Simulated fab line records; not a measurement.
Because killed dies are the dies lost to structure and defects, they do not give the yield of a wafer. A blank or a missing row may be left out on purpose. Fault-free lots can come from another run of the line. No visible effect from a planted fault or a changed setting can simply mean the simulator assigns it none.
What tool caused it? ; flow nand_harc ; 24 lots with 72 wafers sampled at 6 steps, on a route of 1302 steps

== WHAT THE GAUGES SHOWED, per wafer ==
NHARC_P_M1_THK_MEAS_24: measures by xrf.
lot;measured;on;thk_nm (nm)
L074;day 6 08:17;film_metro-01;155.8 156.1 156.4
L075;day 6 15:36;film_metro-01;158.6 157.7 158.9
L076;day 7 08:18;film_metro-01;153.9 154.0 155.7
L077;day 7 12:47;film_metro-01;156.2 155.0 154.8
L078;day 8 05:28;film_metro-01;157.8 160.3 158.1
L079;day 8 05:56;film_metro-02;157.9 157.3 158.7
L080;day 8 15:32;film_metro-02;155.5 155.7 157.3
L081;day 9 02:22;film_metro-02;156.0 155.1 158.6
L082;day 9 16:55;film_metro-02;158.5 156.8 160.6
L083;day 10 06:46;film_metro-01;157.1 156.2 158.9
L084;day 10 11:29;film_metro-02;156.8 156.2 155.6
L085;day 10 18:20;film_metro-01;157.3 157.4 157.2
L086;day 11 05:49;film_metro-02;157.8 158.0 154.6
L087;day 11 16:06;film_metro-01;158.5 158.5 158.9
L088;day 12 12:13;film_metro-01;155.5 156.3 158.1
L089;day 12 15:22;film_metro-02;155.7 154.7 158.1
L090;day 12 21:58;film_metro-01;158.7 157.4 155.4
L091;day 13 07:06;film_metro-01;157.9 154.0 158.6
L092;day 13 16:30;film_metro-02;157.4 158.1 159.3
L093;day 14 11:41;film_metro-01;157.6 158.2 159.4
L094;day 14 16:20;film_metro-02;159.1 159.4 159.5
L095;day 15 06:07;film_metro-02;158.7 158.2 159.4
L096;day 15 14:40;film_metro-01;159.2 155.6 156.5
L097;day 15 18:49;film_metro-02;157.7 157.8 157.8

NHARC_P_M2_OVL_MEAS_10: pitch 340 nm.
lot;measured;on;overlay_x_nm (nm);overlay_y_nm (nm)
L074;day 6 09:47;overlay-01;-0.9 -1.6 -0.8;-1.5 -1.1 -1.3
L075;day 6 17:07;overlay-01;-0.3 -1.1 -0.2;0.4 0.5 0.6
L076;day 7 10:06;overlay-01;-0.3 -0.6 -0.5;0.2 0.7 0.2
L077;day 7 14:28;overlay-01;1.2 1.1 0.6;0.0 0.5 -0.1
L078;day 8 07:08;overlay-02;1.0 1.0 1.4;0.8 0.4 0.6
L079;day 8 07:35;overlay-02;-0.8 -1.2 -0.5;0.6 0.8 0.4
L080;day 8 17:11;overlay-01;-1.3 -0.8 -1.4;-0.2 -0.1 0.0
L081;day 9 04:01;overlay-01;0.2 -0.3 0.5;-0.8 -0.5 -0.1
L082;day 9 18:24;overlay-01;0.2 -0.1 0.9;0.7 0.4 0.8
L083;day 10 08:25;overlay-02;-0.2 -0.1 -0.2;0.5 0.4 0.4
L084;day 10 12:59;overlay-01;-0.8 -0.5 -1.0;-0.6 -0.9 -0.4
L085;day 10 19:58;overlay-01;0.3 0.1 0.4;-0.9 -0.4 -0.4
L086;day 11 07:28;overlay-01;1.6 1.3 1.2;-0.2 0.1 -0.2
L087;day 11 17:45;overlay-02;0.4 0.1 0.6;2.3 1.8 1.4
L088;day 12 13:42;overlay-02;-0.1 -0.1 -0.1;0.1 0.5 0.2
L089;day 12 16:59;overlay-02;-0.5 -0.2 -0.1;0.0 -0.6 0.1
L090;day 12 23:35;overlay-01;0.1 0.1 0.3;-0.9 -1.2 -1.0
L091;day 13 08:37;overlay-02;-1.5 -1.7 -1.3;-0.1 -0.2 -0.8
L092;day 13 18:01;overlay-02;-0.6 0.3 0.0;0.3 0.1 -0.1
L093;day 14 13:22;overlay-02;-0.7 -0.3 -1.2;-1.5 -1.3 -1.3
L094;day 14 17:59;overlay-01;-0.5 -0.9 -1.0;1.4 1.9 1.4
L095;day 15 07:46;overlay-01;0.2 1.3 0.4;0.5 0.2 -0.5
L096;day 15 16:19;overlay-01;0.2 0.5 0.3;1.2 1.3 1.2
L097;day 15 20:20;overlay-01;-1.0 -0.6 -0.1;-0.1 -0.1 -0.2

== WHAT TOOL EACH LOT RAN ON (gives the tool, then ch and the chambers of the sampled wafers, and finally the start) ==
lot;NHARC_P_GATE_DESCUM_48;NHARC_P_M0_PRE_CLEAN_31;NHARC_P_M1_PVD_20;NHARC_P_M1_DEP_33
L074;rie_diel-09 ch 0,1, day 5 13:42;pecvd-01 ch 0,1,2, day 6 04:31;pvd_sputter-02, day 6 08:17 or earlier;pecvd-01 ch 0,1,2, day 6 08:43
L075;rie_diel-09 ch 0,1,2, day 5 20:47;pecvd-02 ch 0,1,2, day 6 11:41;pvd_sputter-01, day 6 15:36 or earlier;pecvd-02 ch 0,1,2, day 6 15:57
L076;rie_diel-09 ch 1,2, day 6 13:33;pecvd-02 ch 1,2, day 7 04:09;pvd_sputter-02, day 7 08:18 or earlier;pecvd-02 ch 1,2, day 7 08:38
L077;rie_diel-04 ch 2,3, day 6 17:48;pecvd-03 ch 0,1,2, day 7 08:59;pvd_sputter-01, day 7 12:47 or earlier;pecvd-03 ch 0,1,2, day 7 13:07
L078;rie_diel-02 ch 0,1, day 7 10:14;pecvd-02 ch 0,2, day 8 01:38;pvd_sputter-01, day 8 05:28 or earlier;pecvd-03 ch 0,1,2, day 8 05:53
L079;rie_diel-09 ch 0,1,2, day 7 10:34;pecvd-01 ch 0,1,2, day 8 01:58;pvd_sputter-02, day 8 05:56 or earlier;pecvd-02 ch 0,1,2, day 8 06:17
L080;rie_diel-04 ch 0,1,2, day 7 20:40;pecvd-02 ch 0,1,2, day 8 11:41;pvd_sputter-03, day 8 15:32 or earlier;pecvd-01 ch 0,1,2, day 8 15:51
L081;rie_diel-04 ch 0,3, day 8 07:16;pecvd-01 ch 0,1,2, day 8 22:24;pvd_sputter-02, day 9 02:22 or earlier;pecvd-02 ch 0,1,2, day 9 02:43
L082;rie_diel-04 ch 1,2, day 8 21:17;pecvd-01 ch 0,1, day 9 13:01;pvd_sputter-01, day 9 16:55 or earlier;pecvd-01 ch 0,2, day 9 17:13
L083;rie_diel-04 ch 0,3, day 9 11:28;pecvd-03 ch 1,2, day 10 02:33;pvd_sputter-02, day 10 06:46 or earlier;pecvd-03 ch 0,2, day 10 07:08
L084;rie_diel-02 ch 1,2,3, day 9 16:40;pecvd-01 ch 1,2, day 10 07:22;pvd_sputter-01, day 10 11:29 or earlier;pecvd-01 ch 0,1, day 10 11:50
L085;rie_diel-04 ch 0,1, day 9 23:05;pecvd-01 ch 0,1,2, day 10 14:26;pvd_sputter-03, day 10 18:20 or earlier;pecvd-03 ch 0,1,2, day 10 18:38
L086;rie_diel-02 ch 0,1,3, day 10 10:58;pecvd-01 ch 0,1,2, day 11 01:51;pvd_sputter-03, day 11 05:49 or earlier;pecvd-03 ch 0,1, day 11 06:08
L087;rie_diel-02 ch 1,2,3, day 10 18:19;pecvd-03 ch 0,1,2, day 11 12:13;pvd_sputter-01, day 11 16:06 or earlier;pecvd-02 ch 0,2, day 11 16:27
L088;rie_diel-09 ch 1,2,3, day 11 17:27;pecvd-03 ch 0,1,2, day 12 08:19;pvd_sputter-02, day 12 12:13 or earlier;pecvd-03 ch 0,2, day 12 12:34
L089;rie_diel-02 ch 1,2,3, day 11 20:07;pecvd-01 ch 0,1, day 12 11:26;pvd_sputter-02, day 12 15:22 or earlier;pecvd-03 ch 0,1,2, day 12 15:42
L090;rie_diel-09 ch 0,1,2, day 12 02:01;pecvd-02 ch 0,1,2, day 12 18:04;pvd_sputter-01, day 12 21:58 or earlier;pecvd-01 ch 1,2, day 12 22:21
L091;rie_diel-02 ch 0,1,2, day 12 11:48;pecvd-02 ch 0,1, day 13 03:01;pvd_sputter-01, day 13 07:06 or earlier;pecvd-01 ch 0,2, day 13 07:25
L092;rie_diel-02 ch 0,3, day 12 21:48;pecvd-02 ch 0,1, day 13 12:41;pvd_sputter-01, day 13 16:30 or earlier;pecvd-01 ch 0,1, day 13 16:48
L093;rie_diel-04 ch 0,1,3, day 13 16:53;pecvd-02 ch 0,1,2, day 14 07:39;pvd_sputter-01, day 14 11:41 or earlier;pecvd-02 ch 0,1,2, day 14 12:07
L094;rie_diel-09 ch 1,2,3, day 13 21:15;pecvd-02 ch 0,1,2, day 14 12:25;pvd_sputter-02, day 14 16:20 or earlier;pecvd-01 ch 0,1,2, day 14 16:38
L095;rie_diel-04 ch 0,2,3, day 14 11:20;pecvd-02 ch 0,1, day 15 02:11;pvd_sputter-02, day 15 06:07 or earlier;pecvd-02 ch 0,1,2, day 15 06:30
L096;rie_diel-09 ch 0,1,3, day 14 19:29;pecvd-01 ch 1,2, day 15 10:46;pvd_sputter-02, day 15 14:40 or earlier;pecvd-02 ch 0,1,2, day 15 14:58
L097;rie_diel-02 ch 1,2, day 14 23:19;pecvd-01 ch 0,2, day 15 14:49;pvd_sputter-01, day 15 18:49 or earlier;pecvd-02 ch 1,2, day 15 19:07
- NHARC_P_GATE_DESCUM_48: chemistry O2, time 3 s.
- NHARC_P_M0_PRE_CLEAN_31: time 12 s.
- NHARC_P_M1_PVD_20: deposits TaN, target thk 5 nm, time 8.06 s.
- NHARC_P_M1_DEP_33: deposits SiCN, target thk 30 nm.

== WHAT THE TOOLS THEMSELVES READ (means of the sampled wafers that have a number; where no wafer has one, the mark that the record gives instead) ==
NHARC_P_GATE_DESCUM_48.
lot;tool;drypump_motor_current_A (A);oes_product_au (a.u.);rf_vpp_V (V);showerhead_plenum_p_Torr (Torr);throttle_valve_pct (%)
L074;rie_diel-09;5.8;1.003;58.4;1.92;11.314
L075;rie_diel-09;5.4;1.003;57.4;1.93;11.313
L076;rie_diel-09;5.1;0.997;57.5;1.94;11.309
L077;rie_diel-04;5.6;0.997;57.4;1.85;11.325
L078;rie_diel-02;6.1;0.990;58.2;1.94;11.308
L079;rie_diel-09;5.4;0.978;58.3;1.93;11.307
L080;rie_diel-04;5.9;1.004;58.1;1.86;11.305
L081;rie_diel-04;5.5;1.004;58.6;1.93;11.303
L082;rie_diel-04;5.9;0.988;57.4;1.82;11.310
L083;rie_diel-04;5.7;1.006;58.2;1.93;11.311
L084;rie_diel-02;5.6;0.989;58.3;1.95;11.306
L085;rie_diel-04;6.1;0.995;57.1;1.88;11.323
L086;rie_diel-02;5.7;1.001;58.3;1.97;11.304
L087;rie_diel-02;5.6;0.993;58.2;1.95;11.313
L088;rie_diel-09;5.2;0.998;58.1;1.91;11.310
L089;rie_diel-02;5.6;0.994;58.1;1.95;11.321
L090;rie_diel-09;5.5;0.988;58.4;1.92;11.315
L091;rie_diel-02;5.8;0.992;57.3;1.96;11.312
L092;rie_diel-02;5.4;0.997;57.5;2.01;11.310
L093;rie_diel-04;5.8;1.010;56.7;1.90;11.310
L094;rie_diel-09;5.2;0.995;57.4;1.91;11.306
L095;rie_diel-04;5.6;1.003;58.5;1.89;11.318
L096;rie_diel-09;5.5;0.985;57.9;1.90;11.314
L097;rie_diel-02;5.7;0.994;58.2;1.94;11.305

NHARC_P_M0_PRE_CLEAN_31.
lot;tool;heater_power_w (W);rf_fwd_power_W (W)
L074;pecvd-01;558;292.9
L075;pecvd-02;641;293.2
L076;pecvd-02;649;293.1
L077;pecvd-03;606;292.7
L078;pecvd-02;611;292.9
L079;pecvd-01;600;292.1
L080;pecvd-02;640;292.3
L081;pecvd-01;650;293.3
L082;pecvd-01;616;293.1
L083;pecvd-03;674;292.2
L084;pecvd-01;653;293.7
L085;pecvd-01;608;293.0
L086;pecvd-01;631;293.0
L087;pecvd-03;646;292.6
L088;pecvd-03;620;292.7
L089;pecvd-01;584;292.2
L090;pecvd-02;608;292.5
L091;pecvd-02;609;292.0
L092;pecvd-02;661;291.7
L093;pecvd-02;622;292.7
L094;pecvd-02;612;293.6
L095;pecvd-02;683;292.5
L096;pecvd-01;666;292.8
L097;pecvd-01;611;293.2

NHARC_P_M1_PVD_20.
lot;tool;throttle_valve_pct (%)
L074;pvd_sputter-02;29.5
L075;pvd_sputter-01;31.3
L076;pvd_sputter-02;28.6
L077;pvd_sputter-01;29.9
L078;pvd_sputter-01;31.0
L079;pvd_sputter-02;29.6
L080;pvd_sputter-03;28.9
L081;pvd_sputter-02;29.3
L082;pvd_sputter-01;30.1
L083;pvd_sputter-02;28.5
L084;pvd_sputter-01;30.7
L085;pvd_sputter-03;29.6
L086;pvd_sputter-03;29.0
L087;pvd_sputter-01;30.1
L088;pvd_sputter-02;29.7
L089;pvd_sputter-02;29.5
L090;pvd_sputter-01;31.1
L091;pvd_sputter-01;30.6
L092;pvd_sputter-01;30.1
L093;pvd_sputter-01;30.6
L094;pvd_sputter-02;29.6
L095;pvd_sputter-02;28.3
L096;pvd_sputter-02;28.5
L097;pvd_sputter-01;31.5

NHARC_P_M1_DEP_33.
lot;tool;heater_power_w (W);rf_fwd_power_W (W)
L074;pecvd-01;556;448.0
L075;pecvd-02;606;446.7
L076;pecvd-02;532;448.5
L077;pecvd-03;578;448.5
L078;pecvd-03;596;449.6
L079;pecvd-02;600;448.4
L080;pecvd-01;581;449.3
L081;pecvd-02;578;449.1
L082;pecvd-01;512;450.6
L083;pecvd-03;574;449.2
L084;pecvd-01;536;449.8
L085;pecvd-03;589;448.2
L086;pecvd-03;472;449.4
L087;pecvd-02;504;450.0
L088;pecvd-03;508;448.5
L089;pecvd-03;581;449.1
L090;pecvd-01;559;449.1
L091;pecvd-01;529;447.8
L092;pecvd-01;569;449.1
L093;pecvd-02;563;448.7
L094;pecvd-01;515;450.3
L095;pecvd-02;556;448.4
L096;pecvd-02;589;447.6
L097;pecvd-02;553;450.0

== THE ANSWER, worked out from the rows above alone ==
Rule: what is usual is taken from the lots themselves. Put in order of their means at a reading, lots are off if they are a third of the lots or fewer, leave a main group of 4 or more, and stand apart from it by a gap of 3 or more times the standard deviation of the main group's means; of several such gaps the widest counts. If all means in a main group match to the digits the tables above print for the reading, that group is not used. Also off: a lot with no number at a reading for which 4 or more lots have one. Any other lot the step has rows for is counted as sound. First the gauges in route order, then the tools' own readings, where a lot's mean is used as printed above. The first step at which some lot is off is used, and at that step the reading that is off furthest; a lot without a number counts as furthest.
Nothing can be told from this: no lot is off at any reading shown.

== WHAT HAD BEEN PUT IN BY THE SIMULATOR ==
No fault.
